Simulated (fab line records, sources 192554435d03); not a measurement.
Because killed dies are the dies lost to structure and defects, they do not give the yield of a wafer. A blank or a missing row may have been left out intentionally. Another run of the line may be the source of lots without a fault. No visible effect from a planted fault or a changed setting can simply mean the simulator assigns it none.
Chamber matching | flow n5-finfet | N5_BEOL_M7_ALD_77 on ald-metal-03: 4 sister chambers
The step deposits TaN, target thk 2 nm, pulse time 2 s, purge time 3 s. 14 wafers are shown with their chamber, then 7 later ones without.

## WAFERS, EACH WITH ITS CHAMBER
wafer  | chamber | heater-power-w (W)
L076.1 | 3       | 389
L076.4 | 0       | 354
L076.5 | 2       | 464
L082.1 | 0       | 355
L082.2 | 3       | 388
L082.3 | 2       | 472
L082.4 | 1       | 406
L082.5 | 2       | 468
L082.6 | 3       | 393
L085.2 | 3       | 401
L085.3 | 0       | 354
L085.4 | 2       | 467
L089.1 | 0       | 354
L089.2 | 1       | 410

SIGNATURES, as means of the wafers listed above
reading        | chamber 0 | chamber 1 | chamber 2 | chamber 3 | scatter within a chamber
heater-power-w | 354.25    | 408.00    | 467.75    | 392.75    | 3.82
Rule: for each reading, subtract the chamber's mean from the wafer's reading, divide by that reading's scatter and square the result; add these up over the readings and take the root, which gives the wafer's distance from the chamber. The wafer belongs to the nearest chamber; if the next one is less than 2 further off, it can't be placed. The scatter: take each reading less its chamber's mean, square it, sum over the shown wafers, divide by the number of wafers less the number of chambers, and take the root.

## WAFERS WITHOUT THEIR CHAMBER
wafer  | heater-power-w (W)
L089.3 | 392
L090.1 | 409
L090.5 | 397
L090.6 | 461
L091.1 | 344
L091.3 | 473
L091.6 | 457

## CHAMBER TAKEN BY EACH
wafer  | from the rows above     | in truth
L089.3 | 3                       | 3
L090.1 | 1                       | 1
L090.5 | can't be placed: 3 or 1 | 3
L090.6 | 2                       | 2
L091.1 | 0                       | 0
L091.3 | 2                       | 2
L091.6 | 2                       | 2
Placed correctly: 6 of 7. From these rows, 1 cannot be placed; in 1 the true chamber is one of the candidates. 0 placed wrongly.
